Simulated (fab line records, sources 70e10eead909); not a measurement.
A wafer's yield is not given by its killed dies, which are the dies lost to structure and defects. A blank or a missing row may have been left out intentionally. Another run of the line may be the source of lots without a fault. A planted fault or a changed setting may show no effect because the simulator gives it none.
Problem report, 8D (eight disciplines) form, completed by code + flow nand_harc + the parts of the form that need people (team, actions taken, sign-off) are left out

## 1. THE ISSUE
Mean of oes_product_au at NHARC_A_CONTACT_ETCH_98: 0.748 a.u. across 9 wafers in 3 lots; on wafers with no fault it is 0.958 a.u. (standard deviation 0.021). That is -10 standard deviations from the usual mean.
The step: etches the open film in C4F6/O2, target depth 20 nm, time 10 s.
Earliest sighting: wafer L599.4 on rie_diel-03 at day 28 11:07. The record holds 39 wafers of 13 lots with a number at this step. Rule for "out" (also "out of limits"): further than 4 standard deviations from the usual mean. The other wafers with a number count as sound.

## 2. WHAT IT IS; WHAT IT IS NOT
| question                    | is                     | is not                                                                          |
|-----------------------------|------------------------|---------------------------------------------------------------------------------|
| which readings at this step | oes_product_au         | drypump_motor_current_A, rf_vpp_V, showerhead_plenum_p_Torr                     |
| which lots                  | L598, L599, L602       | L585, L586, L587, L588, L590, L595, L596, L604, L606, L607                      |
| which wafers of those lots  | all that have a number | -                                                                               |
| read on which tools         | rie_diel-03            | rie_diel-02, rie_diel-10                                                        |
| when                        | from day 28 11:07      | up to then (21 sound wafers); but 9 sound wafers of L604, L606, L607 came after |

## 3. SUSPECTS, AND WHAT RULES EACH OUT
Counting: any tool at a process step up to the reading is kept as a suspect provided that every lot that is out went through it and no sound lot did after the first of them.
- rie_diel-03 at NHARC_A_CONTACT_ETCH_98 (etches the open film in C4F6/O2, target depth 20 nm, time 10 s): kept. It processed each lot that is out, first L599 at day 28 11:07, and no sound lot thereafter; up to then, the last sound lot it processed was L596 at day 27 10:27. Its own oes_product_au readings are out on those wafers.
Remaining after the count: rie_diel-03 at NHARC_A_CONTACT_ETCH_98.

## 4. THE CAUSE (what the simulator had put in)
Process parameters drifting: rie_diel-03 at NHARC_A_CONTACT_ETCH_98, beginning at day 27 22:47. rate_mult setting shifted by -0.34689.
This tool alone remained once counting was done.

## 5. THE EFFECT CHAIN, in route order
Each row: a reading where the mean over the struck wafers with a number is more than 3 standard deviations away from the usual. Only readings for which the record gives a usual standard deviation are gone through. hours: the time from each lot's start at the first step in this table that gives one to its start at this step, as a median over the lots. sigmas: the change in usual standard deviations.
| hours | step                    | reading        | usual      | on struck wafers | change | sigmas |
|-------|-------------------------|----------------|------------|------------------|--------|--------|
| 0     | NHARC_A_CONTACT_ETCH_98 | oes_product_au | 0.958 a.u. | 0.748            | -0.210 | -10    |
The process steps in it:
- NHARC_A_CONTACT_ETCH_98: etches the open film in C4F6/O2, target depth 20 nm, time 10 s.

## 6. HOW IT WOULD HAVE BEEN CAUGHT EARLIER
In this record no reading fell out of limits until day 28 11:07, 12 hours after the fault had begun at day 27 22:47.
